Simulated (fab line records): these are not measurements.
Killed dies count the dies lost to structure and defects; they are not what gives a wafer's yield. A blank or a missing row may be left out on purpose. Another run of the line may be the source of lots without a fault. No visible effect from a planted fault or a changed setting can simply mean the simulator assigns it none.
Which tool was responsible? -- flow nandHarc -- 24 lots, 72 wafers sampled, at 6 steps of a route of 1302

## WHAT THE GAUGES READ, wafer by wafer
NHARC_P_CONTACT_INSPECT_14. Usual: rawDefectCount 4.5, standard deviation 2.3.
lot,measured,on,rawDefectCount,flag
L074,day 6 01:27,defectInspect-02,7 7 6,
L075,day 6 04:56,defectInspect-02,5 6 8,
L076,day 6 19:07,defectInspect-02,5 1 6,
L077,day 7 06:46,defectInspect-02,3 4 8,
L078,day 7 07:34,defectInspect-01,2 3 1,
L079,day 7 21:22,defectInspect-01,10 4 8,
L080,day 8 12:04,defectInspect-01,2 4 2,
L081,day 9 06:46,defectInspect-02,5 7 2,
L082,day 9 15:23,defectInspect-01,1 4 6,
L083,day 9 17:19,defectInspect-01,4 5 2,
L084,day 10 12:19,defectInspect-01,5 6 8,
L085,day 10 19:56,defectInspect-02,4 9 3,
L086,day 11 00:04,defectInspect-01,4 3 3,
L087,day 11 04:43,defectInspect-01,6 5 0,
L089,day 11 20:28,defectInspect-02,4 2 5,
L088,day 11 21:13,defectInspect-02,4 2 2,
L090,day 12 18:43,defectInspect-01,4 5 5,
L091,day 12 20:35,defectInspect-02,6 0 8,
L092,day 13 05:07,defectInspect-01,6 4 5,
L093,day 13 16:43,defectInspect-02,5 6 4,
L094,day 14 08:45,defectInspect-02,6 1 3,
L095,day 14 12:14,defectInspect-01,5 7 1,
L096,day 15 00:53,defectInspect-01,6 5 6,
L097,day 15 10:52,defectInspect-02,6 6 2,

NHARC_P_M1_THK_MEAS_24: measures by xrf. Usual: thkNm 157.9 nm, standard deviation 1.7.
lot,measured,on,thkNm (nm),flag
L074,day 6 12:17,filmMetro-01,159.0 160.6 159.8,
L075,day 6 15:46,filmMetro-02,158.1 157.0 159.7,
L076,day 7 05:46,filmMetro-01,154.8 154.7 156.4,
L077,day 7 17:23,filmMetro-02,157.3 157.4 154.4,
L078,day 7 18:28,filmMetro-02,158.0 156.1 157.0,
L079,day 8 08:05,filmMetro-02,159.7 158.8 157.5,
L080,day 8 22:37,filmMetro-01,158.6 157.6 159.0,
L081,day 9 17:46,filmMetro-01,158.6 160.1 160.6,
L082,day 10 02:34,filmMetro-01,156.7 155.9 159.8,
L083,day 10 04:09,filmMetro-01,157.0 159.4 155.7,
L084,day 10 23:25,filmMetro-02,159.2 158.2 157.5,
L085,day 11 07:20,filmMetro-01,157.0 159.8 156.5,
L086,day 11 11:04,filmMetro-01,159.1 158.3 160.2,
L087,day 11 15:47,filmMetro-02,155.6 159.8 158.2,
L089,day 12 08:22,filmMetro-02,157.3 156.6 154.8,
L088,day 12 08:07,filmMetro-02,159.6 156.1 157.3,
L090,day 13 05:36,filmMetro-01,156.2 157.7 155.4,
L091,day 13 07:44,filmMetro-01,157.9 156.8 156.9,
L092,day 13 15:55,filmMetro-01,158.3 158.9 160.4,
L093,day 14 03:37,filmMetro-02,159.8 160.0 159.2,
L094,day 14 19:25,filmMetro-02,157.9 158.5 158.4,
L095,day 14 22:57,filmMetro-02,157.7 159.1 158.8,
L096,day 15 11:55,filmMetro-01,155.3 156.2 158.1,
L097,day 15 21:37,filmMetro-02,161.3 159.9 158.1,

NHARC_P_M2_CD_MEAS_09: target cd 170 nm. Usual: cdNm 169.9 nm, standard deviation 0.54.
lot,measured,on,cdNm (nm),flag
L074,day 6 13:52,cdSem-01,169.7 169.8 169.8,
L075,day 6 17:23,cdSem-01,169.8 169.7 170.6,
L076,day 7 07:23,cdSem-02,170.0 169.5 170.1,
L077,day 7 18:55,cdSem-02,170.6 170.5 170.0,
L078,day 7 20:01,cdSem-02,169.3 168.9 168.7,
L079,day 8 09:31,cdSem-02,170.0 170.1 170.2,
L080,day 9 00:10,cdSem-03,171.3 170.5 171.0,
L081,day 9 19:12,cdSem-02,169.9 170.0 169.8,
L082,day 10 03:59,cdSem-01,169.6 169.9 169.9,
L083,day 10 05:42,cdSem-02,169.5 169.6 170.3,
L084,day 11 00:59,cdSem-03,169.8 169.6 169.3,
L085,day 11 08:51,cdSem-01,169.8 169.5 170.2,
L086,day 11 12:37,cdSem-01,170.0 170.0 170.6,
L087,day 11 17:15,cdSem-02,170.1 169.8 169.9,
L089,day 12 09:59,cdSem-01,168.6 168.9 169.2,
L088,day 12 09:40,cdSem-01,169.3 170.0 169.2,
L090,day 13 07:11,cdSem-01,169.9 171.0 169.9,
L091,day 13 09:17,cdSem-01,170.3 170.0 169.6,
L092,day 13 17:28,cdSem-03,169.4 169.2 169.4,
L093,day 14 05:10,cdSem-03,169.2 168.9 169.5,
L094,day 14 20:56,cdSem-01,170.2 170.9 169.8,
L095,day 15 00:23,cdSem-03,169.8 169.8 169.6,
L096,day 15 13:22,cdSem-02,170.0 169.6 170.3,
L097,day 15 23:10,cdSem-01,169.3 169.9 169.5,

## EACH LOT AND THE TOOL THAT RAN IT (in order: tool; ch and the chambers of the sampled wafers; start)
lot,NHARC_P_CONTACT_PVD_32,NHARC_P_CONTACT_ALD_22,NHARC_P_M0_DEP_32
L074,"pvdSputter-03, day 6 03:30 or earlier","aldMetal-02 ch 0,2,3, day 6 03:30","pecvd-04 ch 0,1, day 6 08:34"
L075,"pvdSputter-03, day 6 06:58 or earlier","aldMetal-03 ch 0,1,2, day 6 06:58","pecvd-04 ch 0,1,2, day 6 11:55"
L076,"pvdSputter-02, day 6 21:10 or earlier","aldMetal-04 ch 1,2,3, day 6 21:10","pecvd-03 ch 0,1,2, day 7 02:01"
L077,"pvdSputter-01, day 7 08:40 or earlier","aldMetal-04 ch 0,1, day 7 08:40","pecvd-01 ch 1,2, day 7 13:33"
L078,"pvdSputter-01, day 7 09:39 or earlier","aldMetal-03 ch 0,1,3, day 7 09:39","pecvd-04 ch 0,1,2, day 7 14:37"
L079,"pvdSputter-02, day 7 23:17 or earlier","aldMetal-03 ch 0,2,3, day 7 23:17","pecvd-03 ch 0,1,2, day 8 04:16"
L080,"pvdSputter-03, day 8 13:57 or earlier","aldMetal-04 ch 1,2, day 8 13:57","pecvd-01 ch 1,2, day 8 18:55"
L081,"pvdSputter-01, day 9 08:40 or earlier","aldMetal-03 ch 0,1, day 9 08:40","pecvd-01 ch 0,2, day 9 14:01"
L082,"pvdSputter-01, day 9 17:46 or earlier","aldMetal-02 ch 0,1,2, day 9 17:46","pecvd-01 ch 0,1, day 9 22:48"
L083,"pvdSputter-02, day 9 19:13 or earlier","aldMetal-04 ch 0,2,3, day 9 19:13","pecvd-03 ch 0,1,2, day 10 00:21"
L084,"pvdSputter-02, day 10 14:22 or earlier","aldMetal-03 ch 1,2, day 10 14:22","pecvd-04 ch 1,2, day 10 19:34"
L085,"pvdSputter-01, day 10 21:52 or earlier","aldMetal-03 ch 1,2,3, day 10 21:52","pecvd-03 ch 1,2, day 11 02:44"
L086,"pvdSputter-02, day 11 01:58 or earlier","aldMetal-03 ch 1,2,3, day 11 01:58","pecvd-01 ch 1,2, day 11 07:23"
L087,"pvdSputter-01, day 11 06:36 or earlier","aldMetal-03 ch 2,3, day 11 06:36","pecvd-04 ch 0,1, day 11 11:59"
L089,"pvdSputter-03, day 11 22:22 or earlier","aldMetal-03 ch 0,2,3, day 11 22:22","pecvd-03 ch 1,2, day 12 04:05"
L088,"pvdSputter-01, day 11 23:06 or earlier","aldMetal-04 ch 0,3, day 11 23:06","pecvd-01 ch 0,1,2, day 12 04:10"
L090,"pvdSputter-01, day 12 20:51 or earlier","aldMetal-02 ch 0,2,3, day 12 20:51","pecvd-04 ch 1,2, day 13 01:55"
L091,"pvdSputter-03, day 12 22:30 or earlier","aldMetal-04 ch 0,3, day 12 22:30","pecvd-03 ch 1,2, day 13 03:50"
L092,"pvdSputter-03, day 13 07:00 or earlier","aldMetal-03 ch 0,1,2, day 13 07:00","pecvd-01 ch 0,1,2, day 13 12:04"
L093,"pvdSputter-02, day 13 18:36 or earlier","aldMetal-04 ch 0,2,3, day 13 18:36","pecvd-04 ch 0,2, day 13 23:34"
L094,"pvdSputter-01, day 14 10:40 or earlier","aldMetal-04 ch 0,2, day 14 10:40","pecvd-03 ch 0,1,2, day 14 15:33"
L095,"pvdSputter-03, day 14 14:11 or earlier","aldMetal-03 ch 0,1,2, day 14 14:11","pecvd-04 ch 0,1,2, day 14 19:08"
L096,"pvdSputter-01, day 15 02:46 or earlier","aldMetal-03 ch 0,1,3, day 15 02:46","pecvd-03 ch 0,2, day 15 07:49"
L097,"pvdSputter-01, day 15 12:46 or earlier","aldMetal-03 ch 0,2, day 15 12:46","pecvd-03 ch 0,2, day 15 17:45"
- NHARC_P_CONTACT_PVD_32: deposits Ti, target thk 5 nm, time 17.7 s.
- NHARC_P_CONTACT_ALD_22: deposits TiN, target thk 3 nm, pulse time 1 s, ald cycles 150.
- NHARC_P_M0_DEP_32: deposits SiCN, target thk 30 nm.

## WHAT THE TOOLS THEMSELVES READ (means of the sampled wafers that have a number; where no wafer has one, the mark that the record gives instead)
NHARC_P_CONTACT_PVD_32. Usual: throttleValvePct 30.0 %, standard deviation 0.73.
lot,tool,throttleValvePct (%),flag
L074,pvdSputter-03,28.9,
L075,pvdSputter-03,30.2,
L076,pvdSputter-02,30.7,
L077,pvdSputter-01,30.1,
L078,pvdSputter-01,29.9,
L079,pvdSputter-02,30.8,
L080,pvdSputter-03,29.5,
L081,pvdSputter-01,30.4,
L082,pvdSputter-01,30.2,
L083,pvdSputter-02,30.6,
L084,pvdSputter-02,30.6,
L085,pvdSputter-01,30.2,
L086,pvdSputter-02,30.7,
L087,pvdSputter-01,30.1,
L089,pvdSputter-03,29.5,
L088,pvdSputter-01,30.0,
L090,pvdSputter-01,30.4,
L091,pvdSputter-03,29.3,
L092,pvdSputter-03,29.2,
L093,pvdSputter-02,31.0,
L094,pvdSputter-01,30.0,
L095,pvdSputter-03,29.0,
L096,pvdSputter-01,30.0,
L097,pvdSputter-01,30.1,

NHARC_P_CONTACT_ALD_22. Usual: heaterPowerW 1126 W, standard deviation 84; precursorPulseHeightRel 1.001, standard deviation 0.02.
lot,tool,heaterPowerW (W),precursorPulseHeightRel,flag
L074,aldMetal-02,1133,0.989,
L075,aldMetal-03,1091,0.984,
L076,aldMetal-04,1142,0.995,
L077,aldMetal-04,1107,1.006,
L078,aldMetal-03,1139,1.016,
L079,aldMetal-03,1175,0.990,
L080,aldMetal-04,1197,1.006,
L081,aldMetal-03,1145,1.004,
L082,aldMetal-02,1142,1.004,
L083,aldMetal-04,1122,1.012,
L084,aldMetal-03,1096,0.994,
L085,aldMetal-03,1114,1.008,
L086,aldMetal-03,1114,0.993,
L087,aldMetal-03,1149,1.010,
L089,aldMetal-03,1143,0.998,
L088,aldMetal-04,1090,1.009,
L090,aldMetal-02,1081,1.001,
L091,aldMetal-04,1067,1.006,
L092,aldMetal-03,1108,0.975,
L093,aldMetal-04,1152,1.001,
L094,aldMetal-04,1104,1.009,
L095,aldMetal-03,1108,1.007,
L096,aldMetal-03,1134,1.010,
L097,aldMetal-03,1146,1.004,

NHARC_P_M0_DEP_32. Usual: heaterPowerW 567 W, standard deviation 82.
lot,tool,heaterPowerW (W),flag
L074,pecvd-04,507,
L075,pecvd-04,614,
L076,pecvd-03,483,
L077,pecvd-01,614,
L078,pecvd-04,595,
L079,pecvd-03,493,
L080,pecvd-01,613,
L081,pecvd-01,553,
L082,pecvd-01,586,
L083,pecvd-03,518,
L084,pecvd-04,629,
L085,pecvd-03,457,
L086,pecvd-01,580,
L087,pecvd-04,554,
L089,pecvd-03,463,
L088,pecvd-01,596,
L090,pecvd-04,682,
L091,pecvd-03,560,
L092,pecvd-01,635,
L093,pecvd-04,578,
L094,pecvd-03,527,
L095,pecvd-04,621,
L096,pecvd-03,494,
L097,pecvd-03,526,

## THE ANSWER, worked out from the rows above alone
Rule: a lot counts as off when the mean over its wafers that have a number is more than 3 standard deviations away from the usual mean. A lot without any number at a reading at which 4 lots or more have one is off too. Where the step has rows for the other lots, those lots are counted as sound. The gauges are gone through in route order, then the tools' own readings, and for those a lot's mean is taken as printed above. At the first step where some lot is off, the reading lying furthest off is the one used; lots without a number count as furthest.
None of the lots is off at any reading shown; this tells nothing.

## WHAT THE SIMULATOR HAD INSERTED
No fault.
